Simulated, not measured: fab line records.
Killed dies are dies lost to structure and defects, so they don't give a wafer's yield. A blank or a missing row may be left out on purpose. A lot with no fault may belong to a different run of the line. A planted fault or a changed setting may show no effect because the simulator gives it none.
Which tool did it? :: flow n5_finfet :: 24 lots with 72 wafers sampled at 5 steps, on a route of 1938 steps

## WHAT THE GAUGES SHOWED, per wafer
N5_BEOL_M1_RS_MEAS_58: measurement is done with a four-point probe. Usual: for M1_RS the level is 0.66 ohm/sq and the standard deviation is 0.033.
lot: L074
measured: day 6 14:31
on: film_metro-01
M1_RS (ohm/sq): 0.65 0.74 0.62
flag: 

lot: L075
measured: day 6 18:17
on: film_metro-01
M1_RS (ohm/sq): 0.67 0.69 0.64
flag: 

lot: L076
measured: day 6 23:32
on: film_metro-02
M1_RS (ohm/sq): 0.67 0.67 0.62
flag: 

lot: L077
measured: day 7 01:02
on: film_metro-01
M1_RS (ohm/sq): 0.69 0.73 0.69
flag: 

lot: L078
measured: day 7 09:01
on: film_metro-02
M1_RS (ohm/sq): 0.68 0.71 0.62
flag: 

lot: L079
measured: day 7 16:02
on: film_metro-01
M1_RS (ohm/sq): 0.65 0.68 0.63
flag: 

lot: L080
measured: day 7 21:05
on: film_metro-02
M1_RS (ohm/sq): 0.69 0.62 0.66
flag: 

lot: L081
measured: day 8 07:35
on: film_metro-01
M1_RS (ohm/sq): 0.64 0.63 0.61
flag: 

lot: L082
measured: day 8 15:01
on: film_metro-01
M1_RS (ohm/sq): 0.71 0.66 0.69
flag: 

lot: L083
measured: day 9 01:29
on: film_metro-02
M1_RS (ohm/sq): 0.65 0.67 0.66
flag: 

lot: L084
measured: day 9 06:36
on: film_metro-01
M1_RS (ohm/sq): 0.62 0.62 0.62
flag: 

lot: L085
measured: day 9 13:21
on: film_metro-02
M1_RS (ohm/sq): 0.66 0.62 0.62
flag: 

lot: L086
measured: day 9 19:29
on: film_metro-01
M1_RS (ohm/sq): 0.70 0.70 0.64
flag: 

lot: L087
measured: day 10 01:24
on: film_metro-02
M1_RS (ohm/sq): 0.74 0.66 0.71
flag: 

lot: L088
measured: day 10 02:47
on: film_metro-01
M1_RS (ohm/sq): 0.71 0.68 0.68
flag: 

lot: L089
measured: day 10 02:54
on: film_metro-01
M1_RS (ohm/sq): 0.65 0.60 0.62
flag: 

lot: L090
measured: day 10 15:31
on: film_metro-01
M1_RS (ohm/sq): 0.66 0.67 0.64
flag: 

lot: L092
measured: day 10 23:28
on: film_metro-02
M1_RS (ohm/sq): 0.65 0.64 0.59
flag: 

lot: L093
measured: day 11 03:05
on: film_metro-01
M1_RS (ohm/sq): 0.63 0.65 0.63
flag: 

lot: L094
measured: day 11 11:20
on: film_metro-02
M1_RS (ohm/sq): 0.64 0.63 0.63
flag: 

lot: L095
measured: day 11 13:41
on: film_metro-02
M1_RS (ohm/sq): 0.70 0.64 0.66
flag: 

lot: L096
measured: day 11 22:41
on: film_metro-01
M1_RS (ohm/sq): 0.70 0.64 0.63
flag: 

lot: L097
measured: day 12 12:59
on: film_metro-02
M1_RS (ohm/sq): 0.67 0.68 0.68
flag: 

lot: L091
measured: day 12 13:49
on: film_metro-02
M1_RS (ohm/sq): 0.70 0.66 0.67
flag: 

N5_BEOL_M2_CD_MEAS_11 targets a cd of 16.79 nm. Usual: cd_nm at 16.68 nm, with a standard deviation of 0.26.
lot: L074
measured: day 6 15:08
on: cd_sem-01
cd_nm (nm): 16.55 16.64 16.62
flag: 

lot: L075
measured: day 6 19:01
on: cd_sem-02
cd_nm (nm): 16.43 16.43 16.63
flag: 

lot: L076
measured: day 7 01:19
on: cd_sem-02
cd_nm (nm): 16.62 16.82 16.87
flag: 

lot: L077
measured: day 7 02:18
on: cd_sem-01
cd_nm (nm): 16.33 16.49 16.66
flag: 

lot: L078
measured: day 7 10:21
on: cd_sem-02
cd_nm (nm): 16.88 16.86 16.77
flag: 

lot: L079
measured: day 7 17:19
on: cd_sem-02
cd_nm (nm): 16.82 16.40 16.21
flag: 

lot: L080
measured: day 7 22:26
on: cd_sem-01
cd_nm (nm): 17.17 16.67 16.82
flag: 

lot: L081
measured: day 8 10:14
on: cd_sem-02
cd_nm (nm): 16.93 16.52 16.80
flag: 

lot: L082
measured: day 8 15:38
on: cd_sem-03
cd_nm (nm): 16.45 15.89 16.42
flag: 

lot: L083
measured: day 9 03:17
on: cd_sem-02
cd_nm (nm): 16.93 16.78 16.75
flag: 

lot: L084
measured: day 9 07:43
on: cd_sem-02
cd_nm (nm): 16.88 16.81 16.84
flag: 

lot: L085
measured: day 9 14:22
on: cd_sem-03
cd_nm (nm): 16.50 16.64 16.57
flag: 

lot: L086
measured: day 9 20:30
on: cd_sem-02
cd_nm (nm): 16.44 16.38 16.68
flag: 

lot: L087
measured: day 10 02:43
on: cd_sem-01
cd_nm (nm): 16.61 17.00 16.71
flag: 

lot: L088
measured: day 10 03:45
on: cd_sem-01
cd_nm (nm): 16.67 16.30 16.37
flag: 

lot: L089
measured: day 10 04:04
on: cd_sem-01
cd_nm (nm): 16.96 17.01 17.08
flag: 

lot: L090
measured: day 10 17:07
on: cd_sem-03
cd_nm (nm): 17.16 16.67 16.33
flag: 

lot: L092
measured: day 11 02:13
on: cd_sem-01
cd_nm (nm): 16.90 16.93 16.84
flag: 

lot: L093
measured: day 11 06:05
on: cd_sem-03
cd_nm (nm): 16.61 16.50 16.32
flag: 

lot: L094
measured: day 11 14:32
on: cd_sem-02
cd_nm (nm): 16.82 17.03 17.47
flag: 

lot: L095
measured: day 11 14:56
on: cd_sem-01
cd_nm (nm): 16.80 16.28 17.27
flag: 

lot: L096
measured: day 12 02:18
on: cd_sem-03
cd_nm (nm): 16.87 16.48 16.38
flag: 

lot: L097
measured: day 12 13:50
on: cd_sem-01
cd_nm (nm): 16.87 16.72 16.73
flag: 

lot: L091
measured: day 12 16:11
on: cd_sem-02
cd_nm (nm): 16.75 16.61 17.09
flag: 

N5_BEOL_M2_OVL_MEAS_29. Usual: for V1_OVL the level is 1.1 nm and the standard deviation is 0.65.
lot: L074
measured: day 6 16:10
on: overlay-01
V1_OVL (nm): 1.6 1.5 1.4
flag: 

lot: L075
measured: day 6 19:56
on: overlay-02
V1_OVL (nm): 0.5 0.8 0.8
flag: 

lot: L076
measured: day 7 02:52
on: overlay-02
V1_OVL (nm): 1.5 1.3 1.6
flag: 

lot: L077
measured: day 7 03:59
on: overlay-01
V1_OVL (nm): 0.4 1.7 -0.3
flag: 

lot: L078
measured: day 7 11:34
on: overlay-01
V1_OVL (nm): 0.8 1.0 1.7
flag: 

lot: L079
measured: day 7 18:26
on: overlay-01
V1_OVL (nm): 1.8 1.2 2.9
flag: 

lot: L080
measured: day 7 23:26
on: overlay-01
V1_OVL (nm): 1.5 1.8 2.2
flag: 

lot: L081
measured: day 8 11:26
on: overlay-02
V1_OVL (nm): 1.2 0.4 1.2
flag: 

lot: L082
measured: day 8 17:17
on: overlay-01
V1_OVL (nm): 2.1 1.4 1.6
flag: 

lot: L083
measured: day 9 04:26
on: overlay-02
V1_OVL (nm): 0.5 0.4 1.1
flag: 

lot: L084
measured: day 9 08:56
on: overlay-02
V1_OVL (nm): 0.2 0.4 1.2
flag: 

lot: L085
measured: day 9 15:23
on: overlay-02
V1_OVL (nm): -0.1 0.8 -0.1
flag: 

lot: L086
measured: day 9 21:25
on: overlay-02
V1_OVL (nm): 1.1 0.7 1.0
flag: 

lot: L087
measured: day 10 04:07
on: overlay-01
V1_OVL (nm): 1.8 0.3 1.0
flag: 

lot: L088
measured: day 10 04:41
on: overlay-02
V1_OVL (nm): 0.5 0.8 1.6
flag: 

lot: L089
measured: day 10 05:05
on: overlay-02
V1_OVL (nm): 2.0 1.6 1.3
flag: 

lot: L090
measured: day 10 18:34
on: overlay-01
V1_OVL (nm): 0.0 -0.1 0.9
flag: 

lot: L092
measured: day 11 03:17
on: overlay-02
V1_OVL (nm): 2.2 1.4 1.1
flag: 

lot: L093
measured: day 11 07:00
on: overlay-01
V1_OVL (nm): 1.5 0.1 0.7
flag: 

lot: L094
measured: day 11 15:54
on: overlay-01
V1_OVL (nm): 0.7 1.3 1.8
flag: 

lot: L095
measured: day 11 15:57
on: overlay-02
V1_OVL (nm): 0.4 0.7 0.3
flag: 

lot: L096
measured: day 12 03:15
on: overlay-01
V1_OVL (nm): 0.9 0.6 0.0
flag: 

lot: L097
measured: day 12 14:58
on: overlay-02
V1_OVL (nm): 0.7 0.5 0.8
flag: 

lot: L091
measured: day 12 17:22
on: overlay-01
V1_OVL (nm): 1.6 1.7 1.1
flag: 

## WHICH TOOL RAN EACH LOT (tool, then ch and the chambers of the sampled wafers, then the start)
lot: L074
N5_BEOL_M1_CO_CAP_55: cvd_co-02 ch 0,2, day 6 14:15
N5_BEOL_M2_ILD_DEP_00: pecvd-01 ch 1,2, day 6 14:34

lot: L075
N5_BEOL_M1_CO_CAP_55: cvd_co-01 ch 0,1, day 6 18:07
N5_BEOL_M2_ILD_DEP_00: pecvd-02 ch 0,1,2, day 6 18:21

lot: L076
N5_BEOL_M1_CO_CAP_55: cvd_co-02 ch 1,2, day 6 23:21
N5_BEOL_M2_ILD_DEP_00: pecvd-01 ch 1,2, day 6 23:36

lot: L077
N5_BEOL_M1_CO_CAP_55: cvd_co-02 ch 0,1,2, day 7 00:50
N5_BEOL_M2_ILD_DEP_00: pecvd-02 ch 0,1, day 7 01:06

lot: L078
N5_BEOL_M1_CO_CAP_55: cvd_co-01 ch 0,1,2, day 7 08:50
N5_BEOL_M2_ILD_DEP_00: pecvd-01 ch 0,2, day 7 09:05

lot: L079
N5_BEOL_M1_CO_CAP_55: cvd_co-01 ch 0,1, day 7 15:51
N5_BEOL_M2_ILD_DEP_00: pecvd-04 ch 0,1, day 7 16:06

lot: L080
N5_BEOL_M1_CO_CAP_55: cvd_co-01 ch 0,1,2, day 7 20:54
N5_BEOL_M2_ILD_DEP_00: pecvd-04 ch 0,1, day 7 21:09

lot: L081
N5_BEOL_M1_CO_CAP_55: cvd_co-02 ch 0,1,2, day 8 07:24
N5_BEOL_M2_ILD_DEP_00: pecvd-04 ch 0,2, day 8 07:39

lot: L082
N5_BEOL_M1_CO_CAP_55: cvd_co-02 ch 0,1,2, day 8 14:50
N5_BEOL_M2_ILD_DEP_00: pecvd-01 ch 0,1,2, day 8 15:05

lot: L083
N5_BEOL_M1_CO_CAP_55: cvd_co-02 ch 0,1, day 9 01:18
N5_BEOL_M2_ILD_DEP_00: pecvd-01 ch 0,2, day 9 01:33

lot: L084
N5_BEOL_M1_CO_CAP_55: cvd_co-02 ch 0,2, day 9 06:25
N5_BEOL_M2_ILD_DEP_00: pecvd-02 ch 0,1, day 9 06:40

lot: L085
N5_BEOL_M1_CO_CAP_55: cvd_co-02 ch 0,1,2, day 9 13:10
N5_BEOL_M2_ILD_DEP_00: pecvd-04 ch 0,1, day 9 13:25

lot: L086
N5_BEOL_M1_CO_CAP_55: cvd_co-02 ch 0,1,2, day 9 19:19
N5_BEOL_M2_ILD_DEP_00: pecvd-01 ch 0,1, day 9 19:33

lot: L087
N5_BEOL_M1_CO_CAP_55: cvd_co-02 ch 0,1,2, day 10 01:12
N5_BEOL_M2_ILD_DEP_00: pecvd-02 ch 0,1,2, day 10 01:28

lot: L088
N5_BEOL_M1_CO_CAP_55: cvd_co-02 ch 0,1, day 10 02:36
N5_BEOL_M2_ILD_DEP_00: pecvd-04 ch 0,1,2, day 10 02:51

lot: L089
N5_BEOL_M1_CO_CAP_55: cvd_co-02 ch 0,1,2, day 10 02:43
N5_BEOL_M2_ILD_DEP_00: pecvd-04 ch 0,1,2, day 10 02:58

lot: L090
N5_BEOL_M1_CO_CAP_55: cvd_co-02 ch 0,1,2, day 10 15:20
N5_BEOL_M2_ILD_DEP_00: pecvd-02 ch 0,1,2, day 10 15:35

lot: L092
N5_BEOL_M1_CO_CAP_55: cvd_co-02 ch 0,1,2, day 10 23:17
N5_BEOL_M2_ILD_DEP_00: pecvd-01 ch 0,1,2, day 10 23:32

lot: L093
N5_BEOL_M1_CO_CAP_55: cvd_co-01 ch 0,1, day 11 02:54
N5_BEOL_M2_ILD_DEP_00: pecvd-04 ch 0,1, day 11 03:21

lot: L094
N5_BEOL_M1_CO_CAP_55: cvd_co-01 ch 1,2, day 11 11:09
N5_BEOL_M2_ILD_DEP_00: pecvd-01 ch 1,2, day 11 11:23

lot: L095
N5_BEOL_M1_CO_CAP_55: cvd_co-02 ch 0,1,2, day 11 13:28
N5_BEOL_M2_ILD_DEP_00: pecvd-01 ch 0,1,2, day 11 13:45

lot: L096
N5_BEOL_M1_CO_CAP_55: cvd_co-01 ch 0,2, day 11 22:30
N5_BEOL_M2_ILD_DEP_00: pecvd-01 ch 0,2, day 11 22:45

lot: L097
N5_BEOL_M1_CO_CAP_55: cvd_co-02 ch 1,2, day 12 12:48
N5_BEOL_M2_ILD_DEP_00: pecvd-01 ch 0,1, day 12 13:03

lot: L091
N5_BEOL_M1_CO_CAP_55: cvd_co-02 ch 1,2, day 12 13:38
N5_BEOL_M2_ILD_DEP_00: pecvd-04 ch 0,1,2, day 12 13:53
- N5_BEOL_M1_CO_CAP_55: material Co, precursor CCTBA/H2, target thk 2 nm, time 102.1 s.
- N5_BEOL_M2_ILD_DEP_00: deposits SiOC from DEMS/O2, target thk 79 nm, time 15.3 s.

## WHAT THE TOOLS THEMSELVES READ (means of the sampled wafers that have a number; where no wafer has one, the mark that the record gives instead)
N5_BEOL_M1_CO_CAP_55. Usual: heater_power_w at 251 W, with a standard deviation of 12.
lot: L074
tool: cvd_co-02
heater_power_w (W): 250
flag: 

lot: L075
tool: cvd_co-01
heater_power_w (W): 272
flag: 

lot: L076
tool: cvd_co-02
heater_power_w (W): 257
flag: 

lot: L077
tool: cvd_co-02
heater_power_w (W): 246
flag: 

lot: L078
tool: cvd_co-01
heater_power_w (W): 258
flag: 

lot: L079
tool: cvd_co-01
heater_power_w (W): 272
flag: 

lot: L080
tool: cvd_co-01
heater_power_w (W): 261
flag: 

lot: L081
tool: cvd_co-02
heater_power_w (W): 247
flag: 

lot: L082
tool: cvd_co-02
heater_power_w (W): 248
flag: 

lot: L083
tool: cvd_co-02
heater_power_w (W): 250
flag: 

lot: L084
tool: cvd_co-02
heater_power_w (W): 245
flag: 

lot: L085
tool: cvd_co-02
heater_power_w (W): 246
flag: 

lot: L086
tool: cvd_co-02
heater_power_w (W): 247
flag: 

lot: L087
tool: cvd_co-02
heater_power_w (W): 247
flag: 

lot: L088
tool: cvd_co-02
heater_power_w (W): 245
flag: 

lot: L089
tool: cvd_co-02
heater_power_w (W): 251
flag: 

lot: L090
tool: cvd_co-02
heater_power_w (W): 248
flag: 

lot: L092
tool: cvd_co-02
heater_power_w (W): 250
flag: 

lot: L093
tool: cvd_co-01
heater_power_w (W): 270
flag: 

lot: L094
tool: cvd_co-01
heater_power_w (W): 250
flag: 

lot: L095
tool: cvd_co-02
heater_power_w (W): 251
flag: 

lot: L096
tool: cvd_co-01
heater_power_w (W): 258
flag: 

lot: L097
tool: cvd_co-02
heater_power_w (W): 250
flag: 

lot: L091
tool: cvd_co-02
heater_power_w (W): 255
flag: 

N5_BEOL_M2_ILD_DEP_00. Usual: heater_power_w 516 W, standard deviation 49; showerhead_plenum_p_Torr 5.693 Torr, standard deviation 0.013; showerhead_vpp_V 1357 V, standard deviation 65; throttle_valve_pct 11.9 %, standard deviation 0.52.
lot: L074
tool: pecvd-01
heater_power_w (W): 490
showerhead_plenum_p_Torr (Torr): 5.695
showerhead_vpp_V (V): 1339
throttle_valve_pct (%): 12.2
flag: 

lot: L075
tool: pecvd-02
heater_power_w (W): 501
showerhead_plenum_p_Torr (Torr): 5.693
showerhead_vpp_V (V): 1307
throttle_valve_pct (%): 12.3
flag: 

lot: L076
tool: pecvd-01
heater_power_w (W): 575
showerhead_plenum_p_Torr (Torr): 5.706
showerhead_vpp_V (V): 1334
throttle_valve_pct (%): 12.2
flag: 

lot: L077
tool: pecvd-02
heater_power_w (W): 516
showerhead_plenum_p_Torr (Torr): 5.708
showerhead_vpp_V (V): 1323
throttle_valve_pct (%): 12.2
flag: 

lot: L078
tool: pecvd-01
heater_power_w (W): 472
showerhead_plenum_p_Torr (Torr): 5.702
showerhead_vpp_V (V): 1342
throttle_valve_pct (%): 12.1
flag: 

lot: L079
tool: pecvd-04
heater_power_w (W): 530
showerhead_plenum_p_Torr (Torr): 5.696
showerhead_vpp_V (V): 1358
throttle_valve_pct (%): 11.8
flag: 

lot: L080
tool: pecvd-04
heater_power_w (W): 516
showerhead_plenum_p_Torr (Torr): 5.686
showerhead_vpp_V (V): 1426
throttle_valve_pct (%): 12.0
flag: 

lot: L081
tool: pecvd-04
heater_power_w (W): 507
showerhead_plenum_p_Torr (Torr): 5.688
showerhead_vpp_V (V): 1408
throttle_valve_pct (%): 11.7
flag: 

lot: L082
tool: pecvd-01
heater_power_w (W): 534
showerhead_plenum_p_Torr (Torr): 5.691
showerhead_vpp_V (V): 1352
throttle_valve_pct (%): 12.1
flag: 

lot: L083
tool: pecvd-01
heater_power_w (W): 539
showerhead_plenum_p_Torr (Torr): 5.696
showerhead_vpp_V (V): 1347
throttle_valve_pct (%): 12.4
flag: 

lot: L084
tool: pecvd-02
heater_power_w (W): 468
showerhead_plenum_p_Torr (Torr): 5.711
showerhead_vpp_V (V): 1321
throttle_valve_pct (%): 12.0
flag: 

lot: L085
tool: pecvd-04
heater_power_w (W): 528
showerhead_plenum_p_Torr (Torr): 5.692
showerhead_vpp_V (V): 1421
throttle_valve_pct (%): 11.9
flag: 

lot: L086
tool: pecvd-01
heater_power_w (W): 582
showerhead_plenum_p_Torr (Torr): 5.682
showerhead_vpp_V (V): 1393
throttle_valve_pct (%): 12.2
flag: 

lot: L087
tool: pecvd-02
heater_power_w (W): 516
showerhead_plenum_p_Torr (Torr): 5.697
showerhead_vpp_V (V): 1337
throttle_valve_pct (%): 12.4
flag: 

lot: L088
tool: pecvd-04
heater_power_w (W): 526
showerhead_plenum_p_Torr (Torr): 5.692
showerhead_vpp_V (V): 1366
throttle_valve_pct (%): 11.7
flag: 

lot: L089
tool: pecvd-04
heater_power_w (W): 487
showerhead_plenum_p_Torr (Torr): 5.696
showerhead_vpp_V (V): 1367
throttle_valve_pct (%): 11.7
flag: 

lot: L090
tool: pecvd-02
heater_power_w (W): 512
showerhead_plenum_p_Torr (Torr): 5.694
showerhead_vpp_V (V): 1323
throttle_valve_pct (%): 12.3
flag: 

lot: L092
tool: pecvd-01
heater_power_w (W): 518
showerhead_plenum_p_Torr (Torr): 5.697
showerhead_vpp_V (V): 1362
throttle_valve_pct (%): 11.7
flag: 

lot: L093
tool: pecvd-04
heater_power_w (W): 483
showerhead_plenum_p_Torr (Torr): 5.696
showerhead_vpp_V (V): 1364
throttle_valve_pct (%): 11.6
flag: 

lot: L094
tool: pecvd-01
heater_power_w (W): 524
showerhead_plenum_p_Torr (Torr): 5.693
showerhead_vpp_V (V): 1342
throttle_valve_pct (%): 11.5
flag: 

lot: L095
tool: pecvd-01
heater_power_w (W): 502
showerhead_plenum_p_Torr (Torr): 5.689
showerhead_vpp_V (V): 1369
throttle_valve_pct (%): 11.6
flag: 

lot: L096
tool: pecvd-01
heater_power_w (W): 503
showerhead_plenum_p_Torr (Torr): 5.694
showerhead_vpp_V (V): 1362
throttle_valve_pct (%): 11.5
flag: 

lot: L097
tool: pecvd-01
heater_power_w (W): 501
showerhead_plenum_p_Torr (Torr): 5.683
showerhead_vpp_V (V): 1377
throttle_valve_pct (%): 12.1
flag: 

lot: L091
tool: pecvd-04
heater_power_w (W): 503
showerhead_plenum_p_Torr (Torr): 5.691
showerhead_vpp_V (V): 1370
throttle_valve_pct (%): 11.6
flag: 

## THE ANSWER, worked out from the rows above alone
Rule: a lot is off if the mean of its wafers that have a number lies more than 3 standard deviations from the usual mean. A lot without any number at a reading at which 4 lots or more have one is off too. All remaining lots with rows at the step are treated as sound. Order of review: gauges by route order, followed by the tools' own readings, for which a lot's mean as printed above is used. The first step at which some lot is off is used, and at that step the reading that is off furthest; a lot without a number counts as furthest.
Nothing can be told from this: no lot is off at any reading shown.

## WHAT THE SIMULATOR HAD INSERTED
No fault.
